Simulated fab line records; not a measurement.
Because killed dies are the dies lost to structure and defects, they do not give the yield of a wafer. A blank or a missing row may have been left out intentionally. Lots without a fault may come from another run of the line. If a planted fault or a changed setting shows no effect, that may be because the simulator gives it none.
fab line records	flow nand-harc
record lots=5	wafers=15	last-day=24
route steps=1159 shown P_CONTACT@217 END@1159
lots untouched by any fault: they come from a run of this same line in which no faults occurred
start-h: hours from the record's first day to the start of the lot's first wafer shown	wait-h: time in hours since the lot's previous step	" the same as in the row above	L1.1+2: several wafers, shown together as one row	- either no value or no given start	* or withheld: withheld	< > ~ a bound
route shown NAME@n: NAME is a module with steps in the file, n the number in the route of the first one	usual: mean/standard deviation of fault-free wafers	same: alike in all rows	chamber/n: place in a boat	sites: each site's reading	_std_site: standard deviation of those values	_edge_site: mean of outer sites minus mean of inner sites	radius-mm: for every site, how far away it sits from the centre of the wafer	mask NAME#n: copy n	behind: the most recent tool/chamber to have shaped the wafer	hold: the reason the lot was held/the length of the hold in hours/how it ended	device: which transistor (n, p or np) failed to switch	end of line: the route-end tests of the same wafers	for a step that has no rows: nothing shown but its recipe	killed: dies lost to structure and defects at the first sort, not the wafer's yield	map: dies across one wafer; x = killed, . = not, _ = none there
set.NAME: the run value of the setting; set.NAME@STEP: its run value at that earlier step	model.NAME: the simulator's own value behind a step, which no gauge read
certain route steps with their lots: each step a table, each wafer a row
services: when a tool's chamber went out of use (start-h, in hours from the record's first day, below 0 if earlier), for how many hours, and the reason
## steps
# step NHARC_P_CONTACT_DEP_30
# recipe target-thk-a=300	temp-c=400	target-thk-nm=30	flow-sccm=200	rf-w=450	material=SiNx
# usual heater-power-w=715/120
lot.wafer	tool	chamber	start-h	wait-h	heater-power-w
L156.1	pecvd-02	1	114.74	0.1	683
L156.3	"	2	"	"	755
L156.4	"	2	"	"	755
L154.2	pecvd-01	2	116.44	0.1	489
L154.5	"	2	"	"	493
L154.6	"	0	"	"	856
L165.2	pecvd-04	2	189.14	0.1	757
L165.1	"	1	"	"	908
L165.4	"	1	"	"	933
L169.3	pecvd-01	2	205.57	0.1	519
L169.2	"	1	"	"	628
L169.6	"	1	"	"	630
L176.3	pecvd-02	0	239.71	0.1	804
L176.5	"	2	"	"	687
L176.4	"	0	"	"	808
# step NHARC_P_CONTACT_DEP_00
# recipe target-thk-a=5000	temp-c=400	pressure-torr=6.5	rf-w=900	teos-flow-sccm=161.4	flow-sccm=2650	target-thk-nm=500	gas=O2	material=SiO2
# usual chamber-pressure-Torr=6.502/0.014	heater-power-w=557/130	throttle-valve-pct=16.0/0.67
lot.wafer	tool	chamber	start-h	wait-h	chamber-pressure-Torr	heater-power-w	throttle-valve-pct
L156.1	pecvd-02	1	-	-	6.520	531	17.0
L156.3	"	2	"	"	6.509	569	15.9
L156.4	"	2	"	"	6.505	586	15.8
L154.2	pecvd-01	2	-	-	6.490	297	15.5
L154.5	"	2	"	"	6.493	330	15.8
L154.6	"	0	"	"	6.524	664	15.4
L165.2	pecvd-04	2	-	-	6.497	531	15.4
L165.1	"	1	"	"	6.512	812	16.2
L165.4	"	1	"	"	6.479	813	16.1
L169.3	pecvd-01	2	-	-	6.506	348	15.7
L169.2	"	1	"	"	6.518	471	15.8
L169.6	"	1	"	"	6.510	494	15.8
L176.3	pecvd-02	0	-	-	6.498	676	16.7
L176.5	"	2	"	"	6.490	598	15.5
L176.4	"	0	"	"	6.487	705	16.9
# step NHARC_P_CONTACT_CMP_01
# recipe target-thk-nm=200	material=SiO2
# usual motor-current-A=12.1/1.1
lot.wafer	tool	chamber	start-h	wait-h	motor-current-A
L156.3	cmp-02	1	115.41	-	13.2
L156.1	"	2	"	"	11.0
L156.4	"	0	"	"	12.4
L154.2	cmp-02	3	117.23	-	11.0
L154.5	"	0	"	"	11.6
L154.6	"	1	"	"	13.5
L165.1	cmp-03	1	189.89	-	12.3
L165.2	"	2	"	"	12.9
L165.4	"	3	"	"	13.2
L169.3	cmp-03	0	206.31	-	11.5
L169.2	"	1	"	"	12.9
L169.6	"	0	"	"	11.0
L176.4	cmp-02	0	240.41	-	12.2
L176.3	"	2	"	"	10.9
L176.5	"	3	"	"	11.7
# step NHARC_P_CONTACT_SRD_03
# step NHARC_P_CONTACT_DEHYDRATE_04
# recipe temp-c=150	time-s=120
# step NHARC_P_CONTACT_HMDS_05
# recipe time-s=30
# step NHARC_P_CONTACT_COAT_33
# recipe temp-c=260	time-s=75
# step NHARC_P_CONTACT_COAT_34
# recipe temp-c=225	time-s=65
# step NHARC_P_CONTACT_COAT_06
# recipe spin-rpm=1500	resist-thk-nm=90
# step NHARC_P_CONTACT_SOFTBAKE_07
# recipe temp-c=105	time-s=55
# step NHARC_P_CONTACT_EBR_08
# step NHARC_P_CONTACT_EXPOSE_09
# recipe na=1.35	target-cd-nm=90	dose-mj=81.26	mask-id=P_CA
# usual stage-vel-mm-s=499.97/0.25
lot.wafer	tool	chamber	start-h	wait-h	mask	stage-vel-mm-s
L156.1	arfi-scanner-03	0	115.98	-	P_CA#0	500.24
L156.3	"	0	"	"	P_CA#0	499.67
L156.4	"	0	"	"	P_CA#0	499.99
L154.2	arfi-scanner-02	0	117.85	-	P_CA#0	500.13
L154.5	"	0	"	"	P_CA#0	500.01
L154.6	"	0	"	"	P_CA#0	499.63
L165.1	arfi-scanner-02	0	190.55	-	P_CA_R1#0	499.83
L165.2	"	0	"	"	P_CA_R1#0	499.68
L165.4	"	0	"	"	P_CA_R1#0	500.02
L169.2	arfi-scanner-01	0	207.00	-	P_CA#0	500.13
L169.3	"	0	"	"	P_CA#0	500.47
L169.6	"	0	"	"	P_CA#0	500.37
L176.3	arfi-scanner-01	0	241.08	-	P_CA#0	500.17
L176.4	"	0	"	"	P_CA#0	500.29
L176.5	"	0	"	"	P_CA#0	500.36
# step NHARC_P_CONTACT_PEB_10
# recipe peb-temp-c=100	peb-time-s=65
# step NHARC_P_CONTACT_DEVELOP_11
# recipe develop-time-s=35	dev-temp-c=23
# step NHARC_P_CONTACT_CD_MEAS_12
# recipe target-cd-nm=90	landing-energy-ev=500
# usual cd-nm=90.2/0.61
lot.wafer	tool	chamber	start-h	wait-h	cd-nm
L156.1	cd-sem-03	0	116.12	-	90.7
L156.3	"	0	"	"	89.7
L156.4	"	0	"	"	90.3
L154.2	cd-sem-01	0	117.99	-	90.0
L154.5	"	0	"	"	90.5
L154.6	"	0	"	"	90.4
L165.1	cd-sem-03	0	190.69	-	92.0
L165.2	"	0	"	"	92.2
L165.4	"	0	"	"	91.2
L169.2	cd-sem-02	0	207.14	-	89.4
L169.3	"	0	"	"	90.1
L169.6	"	0	"	"	89.8
L176.3	cd-sem-02	0	241.22	-	90.5
L176.4	"	0	"	"	90.3
L176.5	"	0	"	"	90.0
# step NHARC_P_CONTACT_OVL_MEAS_13
# usual overlay-x-nm=-0.1/0.88	overlay-y-nm=0.0/0.67
lot.wafer	tool	chamber	start-h	wait-h	overlay-x-nm	overlay-y-nm
L156.1	overlay-02	-	116.21	-	-1.3	0.7
L156.3	"	-	"	"	-1.3	0.8
L156.4	"	-	"	"	-0.9	0.2
L154.2	overlay-01	-	118.08	-	0.3	1.1
L154.5	"	-	"	"	0.4	0.3
L154.6	"	-	"	"	0.7	0.5
L165.1	overlay-01	-	190.78	-	1.0	0.8
L165.2	"	-	"	"	0.6	1.3
L165.4	"	-	"	"	1.2	1.3
L169.2	overlay-02	-	207.23	-	0.5	-0.2
L169.3	"	-	"	"	-0.2	0.0
L169.6	"	-	"	"	0.1	0.1
L176.3	overlay-01	-	241.30	-	-0.7	-0.6
L176.4	"	-	"	"	-0.7	-0.4
L176.5	"	-	"	"	-1.7	-0.5
# step NHARC_P_CONTACT_INSPECT_14
# usual raw-defect-count=3.6/1.9
lot.wafer	tool	chamber	start-h	wait-h	raw-defect-count
L156.1	defect-inspect-01	-	116.25	0.0	2
L156.3	"	-	"	"	3
L156.4	"	-	"	"	2
L154.2	defect-inspect-01	-	118.12	0.0	3
L154.5	"	-	"	"	4
L154.6	"	-	"	"	6
L165.1	defect-inspect-02	-	190.81	0.0	5
L165.2	"	-	"	"	10
L165.4	"	-	"	"	6
L169.2	defect-inspect-02	-	207.26	0.0	2
L169.3	"	-	"	"	5
L169.6	"	-	"	"	4
L176.3	defect-inspect-01	-	241.34	0.0	2
L176.4	"	-	"	"	3
L176.5	"	-	"	"	4
# step NHARC_P_CONTACT_DESCUM_17
# recipe time-s=3	o2-flow-sccm=200	ar-flow-sccm=0	bias-power-w=0	chemistry=O2
# usual drypump-motor-current-A=5.75/0.26	oes-product-au=0.997/0.012	rf-vpp-V=57.7/0.87	showerhead-plenum-p-Torr=1.89/0.064	throttle-valve-pct=11.310/0.0091
# same time-s=3
lot.wafer	tool	chamber	start-h	wait-h	drypump-motor-current-A	oes-product-au	rf-hours-counter-h	rf-vpp-V	showerhead-plenum-p-Torr	throttle-valve-pct	model.P_CONTACT.cd-nm
L156.3	rie-diel-08	0	116.31	0.1	6.02	0.995	17	56.9	1.93	11.333	90.04
L156.4	"	1	"	"	5.35	1.007	12	58.6	1.91	11.320	89.82
L156.1	"	2	"	"	6.07	0.989	17	58.6	1.81	11.313	90.98
L154.2	rie-diel-08	1	118.18	0.1	5.34	0.999	12	57.8	1.91	11.308	90.16
L154.5	"	1	"	"	5.35	1.004	-	57.8	1.91	11.316	89.56
L154.6	"	2	"	"	6.07	0.993	-	56.9	1.81	11.299	90.56
L165.2	rie-diel-08	0	190.88	0.1	6.03	1.005	6	57.1	1.92	11.304	92.42
L165.4	"	1	"	"	5.36	1.006	5	57.5	1.91	11.318	90.92
L165.1	"	2	"	"	6.05	1.022	5	56.0	1.80	11.307	92.89
L169.2	rie-diel-04	1	207.32	0.1	5.72	1.002	7	56.5	1.81	11.322	89.71
L169.3	"	0	"	"	5.69	1.015	7	58.6	1.99	11.304	90.01
L169.6	"	1	"	"	5.71	0.993	-	55.7	1.81	11.311	90.63
L176.3	rie-diel-08	3	241.40	0.1	5.60	0.979	11	58.3	1.88	11.317	90.88
L176.4	"	2	"	"	6.02	1.004	11	57.2	1.80	11.316	91.09
L176.5	"	0	"	"	6.00	0.996	-	56.8	1.92	11.317	90.6
# step NHARC_P_CONTACT_ETCH_35
# recipe target-depth-a=390	over-etch-frac=0.3	time-s=65	ion-energy-ev=80	cf4-flow-sccm=150	ar-flow-sccm=0	rf-w=300	bias-w=100	chemistry=CF4
# usual drypump-motor-current-A=5.75/0.27	oes-product-au=0.999/0.011	rf-vpp-V=151.0/1.1	showerhead-plenum-p-Torr=1.74/0.056	throttle-valve-pct=13.284/0.0094
# same time-s=65
lot.wafer	tool	chamber	start-h	wait-h	drypump-motor-current-A	oes-product-au	rf-hours-counter-h	rf-vpp-V	showerhead-plenum-p-Torr	throttle-valve-pct	model.P_CONTACT.cd-nm
L156.3	rie-diel-08	0	116.39	0.1	5.98	0.994	17	151.7	1.78	13.280	90.65
L156.1	"	2	"	"	6.04	0.998	17	150.5	1.68	13.262	90.73
L156.4	"	3	"	"	5.57	1.004	17	151.9	1.74	13.288	89.49
L154.2	rie-diel-08	0	118.28	0.1	5.95	0.994	18	150.4	1.78	13.297	90.77
L154.5	"	1	"	"	5.36	0.999	-	152.2	1.77	13.282	89.64
L154.6	"	2	"	"	6.06	0.993	-	149.4	1.68	13.264	90.22
L165.1	rie-diel-08	2	190.97	0.1	6.07	1.007	5	150.0	1.67	13.295	92.18
L165.4	"	3	"	"	5.53	1.001	5	149.3	1.74	13.293	91.38
L165.2	"	0	"	"	5.98	0.998	6	153.4	1.78	13.275	92.27
L169.3	rie-diel-04	3	207.42	0.1	5.87	0.987	8	150.0	1.69	13.284	90
L169.2	"	0	"	"	5.68	1.020	7	151.4	1.83	13.292	89.75
L169.6	"	1	"	"	5.70	1.012	-	149.3	1.68	13.274	90.4
L176.3	rie-diel-08	0	241.49	0.1	5.99	1.014	12	150.7	1.78	13.288	90.91
L176.4	"	1	"	"	5.35	0.992	11	152.3	1.77	13.279	90.87
L176.5	"	3	"	"	5.57	0.985	-	152.8	1.74	13.271	90.79
# step NHARC_P_CONTACT_ETCH_36
# recipe target-depth-a=2600	over-etch-frac=0.25	time-s=406.25	ion-energy-ev=200	n2-flow-sccm=150	h2-flow-sccm=150	ar-flow-sccm=0	rf-w=400	bias-w=150	chemistry=N2/H2
# usual drypump-motor-current-A=5.77/0.25	oes-product-au=0.996/0.011	rf-vpp-V=429.7/2.1	showerhead-plenum-p-Torr=2.01/0.07	throttle-valve-pct=14.170/0.0079
# same time-s=406.25
lot.wafer	tool	chamber	start-h	wait-h	drypump-motor-current-A	oes-product-au	rf-hours-counter-h	rf-vpp-V	showerhead-plenum-p-Torr	throttle-valve-pct
L156.1	rie-diel-08	2	-	-	6.05	0.983	17	426.8	1.92	14.178
L156.4	"	0	"	"	6.01	0.996	17	430.3	2.05	14.174
L156.3	"	1	"	"	5.35	0.997	12	431.9	2.04	14.173
L154.2	rie-diel-08	0	-	-	6.02	0.999	18	431.0	2.05	14.158
L154.6	"	3	"	"	5.56	0.999	-	430.3	2.00	14.176
L154.5	"	0	"	"	5.99	1.002	-	429.4	2.05	14.161
L165.1	rie-diel-08	3	-	-	5.59	0.988	5	428.2	2.00	14.154
L165.2	"	0	"	"	5.97	0.984	6	430.4	2.05	14.173
L165.4	"	2	"	"	6.06	1.008	5	425.5	1.92	14.168
L169.2	rie-diel-04	3	-	-	5.84	0.972	8	427.5	1.94	14.159
L169.3	"	2	"	"	5.54	0.997	6	433.9	2.12	14.190
L169.6	"	0	"	"	5.68	1.008	-	431.2	2.12	14.164
L176.4	rie-diel-08	3	-	-	5.55	0.989	11	429.5	2.00	14.180
L176.3	"	1	"	"	5.37	0.978	11	430.0	2.04	14.177
L176.5	"	0	"	"	5.99	0.991	-	430.3	2.05	14.168
# step NHARC_END_SORT_01
# recipe temp-c=25
# usual killed-at-array=29/11	killed-at-other=0.6/1	killed-at-periphery=3.1/2.1	killed-dies=33/11	killed-open=3.1/1.9	killed-short=1.9/1.5
# same gross-dies=677
lot.wafer	tool	chamber	start-h	wait-h	killed-at-array	killed-at-other	killed-at-periphery	killed-dies	killed-open	killed-short
L156.1	prober-01	0	447.13	2.5	43	3	2	48	4	4
L156.3	prober-01	0	448.72	3.1	33	6	1	40	5	3
L156.4	prober-01	0	449.51	3.4	37	3	3	43	4	0
L154.2	prober-02	0	458.25	2.8	39	0	0	39	6	3
L154.5	prober-02	0	460.70	3.8	27	1	3	31	4	5
L154.6	prober-02	0	461.51	4.1	27	0	4	31	4	0
L165.1	prober-02	0	515.55	2.5	26	0	6	32	5	1
L165.2	prober-02	0	516.36	2.8	36	0	7	43	3	3
L165.4	prober-02	0	517.97	3.4	29	0	4	33	2	4
L169.2	prober-01	0	546.96	2.8	30	0	4	34	3	1
L169.3	prober-01	0	547.75	3.1	40	0	7	47	9	0
L169.6	prober-01	0	550.13	4.0	32	0	8	40	7	3
L176.3	prober-02	0	574.55	3.1	43	0	1	44	4	4
L176.4	prober-02	0	575.35	3.4	48	0	2	50	4	4
L176.5	prober-02	0	576.15	3.7	45	0	2	47	4	2
# killed by level:class
L156.1 A_CHANNEL_HOLE_D1:chamber-film-flake=15 A_SLIT:chamber-film-flake=9 A_CONTACT:chamber-film-flake=8 A_M0:geometric-particle:open=3 A_CHANNEL_FILL_D1:chamber-film-flake=3 THIN_TSV:chamber-film-flake=3 A_CHANNEL_FILL_D1:geometric-particle:short=2 A_WL_FILL:geometric-particle:short=2
L156.3 A_CHANNEL_HOLE_D1:chamber-film-flake=9 A_SLIT:chamber-film-flake=8 THIN_TSV:chamber-film-flake=4 A_CONTACT:chamber-film-flake=3 A_CHANNEL_FILL_D1:chamber-film-flake=3 A_ZERO_WELL:chamber-film-flake=2 A_ONON_D1:geometric-particle:short=1 A_CONTACT:geometric-particle:open=1
L156.4 A_SLIT:chamber-film-flake=11 A_CHANNEL_HOLE_D1:chamber-film-flake=10 A_CONTACT:chamber-film-flake=7 A_CHANNEL_FILL_D1:chamber-film-flake=3 A_STAIRCASE:chamber-film-flake=3 THIN_TSV:chamber-film-flake=3 P_M0:geometric-particle:open=1 P_BONDPAD:geometric-particle:open=1
L154.2 A_CHANNEL_HOLE_D1:chamber-film-flake=14 A_SLIT:chamber-film-flake=8 A_STAIRCASE:chamber-film-flake=3 A_ONON_D1:geometric-particle:open=2 A_M0:geometric-particle:open=2 A_CHANNEL_FILL_D1:chamber-film-flake=2 A_CONTACT:chamber-film-flake=2 A_CHANNEL_FILL_D1:geometric-particle:short=1
L154.5 A_CHANNEL_HOLE_D1:chamber-film-flake=10 A_SLIT:chamber-film-flake=5 A_CONTACT:chamber-film-flake=4 A_WL_FILL:chamber-film-flake=2 P_M0:geometric-particle:open=1 P_M1:geometric-particle:short=1 A_SOURCE_PLATE:geometric-particle:short=1 A_ONON_D1:geometric-particle:short=1
L154.6 A_CHANNEL_HOLE_D1:chamber-film-flake=10 A_SLIT:chamber-film-flake=9 A_CONTACT:chamber-film-flake=3 A_WL_FILL:chamber-film-flake=2 P_CONTACT:geometric-particle:open=1 P_M0:geometric-particle:open=1 A_ONON_D1:geometric-particle:open=1 A_M0:geometric-particle:open=1
L165.1 A_CONTACT:chamber-film-flake=8 A_CHANNEL_HOLE_D1:chamber-film-flake=6 A_SLIT:chamber-film-flake=6 P_ZERO_WELL:chamber-film-flake=2 P_GATE:chamber-film-flake=2 P_CONTACT:geometric-particle:short=1 P_M1:geometric-particle:open=1 A_ONON_D1:geometric-particle:open=1
L165.2 A_SLIT:chamber-film-flake=13 A_CHANNEL_HOLE_D1:chamber-film-flake=8 A_CONTACT:chamber-film-flake=5 P_ZERO_WELL:chamber-film-flake=3 P_GATE:chamber-film-flake=3 A_WL_FILL:geometric-particle:short=2 A_CHANNEL_FILL_D1:chamber-film-flake=2 A_WL_FILL:chamber-film-flake=2
L165.4 A_SLIT:chamber-film-flake=14 A_CHANNEL_HOLE_D1:chamber-film-flake=4 A_CONTACT:chamber-film-flake=4 P_GATE:chamber-film-flake=2 A_STAIRCASE:chamber-film-flake=2 P_M1:geometric-particle:open=1 P_M1:geometric-particle:short=1 A_CHANNEL_FILL_D1:geometric-particle:short=1
L169.2 A_CHANNEL_HOLE_D1:chamber-film-flake=22 A_STAIRCASE:chamber-film-flake=5 P_CONTACT:geometric-particle:open=1 P_M1:geometric-particle:open=1 A_SOURCE_PLATE:geometric-particle:short=1 A_BLC:geometric-particle:open=1 P_STI:chamber-film-flake=1 P_GATE:chamber-film-flake=1
L169.3 A_CHANNEL_HOLE_D1:chamber-film-flake=25 A_CONTACT:chamber-film-flake=6 A_STAIRCASE:chamber-film-flake=3 P_CONTACT:geometric-particle:open=2 P_M0:geometric-particle:open=2 A_BLC:geometric-particle:open=2 P_GATE:chamber-film-flake=2 A_SOURCE_PLATE:geometric-particle:open=1
L169.6 A_CHANNEL_HOLE_D1:chamber-film-flake=23 A_CONTACT:chamber-film-flake=3 P_CONTACT:geometric-particle:open=2 A_CONTACT:geometric-particle:open=2 A_M0:geometric-particle:open=2 P_GATE:chamber-film-flake=2 P_STI:geometric-particle:short=1 P_CONTACT:geometric-particle:short=1
L176.3 A_SLIT:chamber-film-flake=17 A_CHANNEL_HOLE_D1:chamber-film-flake=10 A_STAIRCASE:chamber-film-flake=5 A_CONTACT:chamber-film-flake=3 A_WL_FILL:geometric-particle:short=2 P_M1:geometric-particle:short=1 A_ONON_D1:geometric-particle:open=1 A_CHANNEL_FILL_D1:geometric-particle:short=1
L176.4 A_SLIT:chamber-film-flake=22 A_CHANNEL_HOLE_D1:chamber-film-flake=9 A_STAIRCASE:chamber-film-flake=5 A_CONTACT:chamber-film-flake=3 A_ONON_D1:geometric-particle:short=2 A_M0:geometric-particle:open=2 A_WL_FILL:chamber-film-flake=2 P_M0:geometric-particle:open=1
L176.5 A_SLIT:chamber-film-flake=18 A_CHANNEL_HOLE_D1:chamber-film-flake=7 A_STAIRCASE:chamber-film-flake=6 A_CONTACT:chamber-film-flake=6 A_WL_FILL:chamber-film-flake=2 A_CHANNEL_HOLE_D1:geometric-particle:open=1 A_SGD_CUT:geometric-particle:short=1 A_WL_FILL:geometric-particle:open=1
## services
tool	chamber	start-h	hours	kind
rie-diel-04	-	111.90	9.0	pm
arfi-scanner-02	-	120.46	1.3	repair
rie-diel-08	-	124.80	9.0	pm
cmp-02	-	128.61	4.0	pm
arfi-scanner-03	-	140.00	4.0	pm
pecvd-02	-	153.00	13.0	pm
cmp-03	-	156.22	4.0	pm
rie-diel-08	2	175.06	6.6	repair
arfi-scanner-03	-	180.73	0.6	repair
cmp-02	-	185.38	1.0	repair
rie-diel-04	2	185.65	9.5	repair
rie-diel-08	3	188.22	1.2	repair
rie-diel-04	-	189.96	0.5	repair
rie-diel-04	0	190.58	9.3	repair
arfi-scanner-01	-	196.00	4.0	pm
pecvd-04	-	196.30	13.0	pm
rie-diel-08	1	202.74	2.6	repair
arfi-scanner-03	-	206.27	4.3	repair
cmp-02	-	208.15	2.0	repair
arfi-scanner-02	-	215.55	4.1	repair
cmp-02	-	226.72	4.0	pm
cmp-03	-	233.60	3.9	repair
pecvd-01	-	237.34	13.0	pm
rie-diel-04	1	240.11	6.5	repair
## key
first-sign step=NHARC_P_CONTACT_EXPOSE_09	reading=mask	direction=changed
effect step=NHARC_P_CONTACT_CD_MEAS_12	reading=cd-nm	direction=up	sigmas=2.6	usual=90.2	struck=91.8
model-effect step=NHARC_P_CONTACT_DESCUM_17	value=P_CONTACT.cd-nm	without=90.84	struck=92.08
model-effect step=NHARC_P_CONTACT_ETCH_35	value=P_CONTACT.cd-nm	without=90.71	struck=91.95
met-at NHARC_P_CONTACT_EXPOSE_09
struck-wafers L165.1,L165.2,L165.4
tester-left-out L165
onset-between 117.85 190.55
fault kind=wrong-mask	tool=any	chamber=-	onset-h=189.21	steps=NHARC_P_CONTACT_EXPOSE_09	aux-copy=P_CA_R1#0	cd-offset-nm=1.2332	scope=struck-lots-only
# tester-left-out: of these lots the tester's yield and bins aren't shown, on N5 and GAA mostly nor the transistor test; their killed dies are dies lost to structure and defects alone, not to doping, threshold or leakage, so they don't give the yield
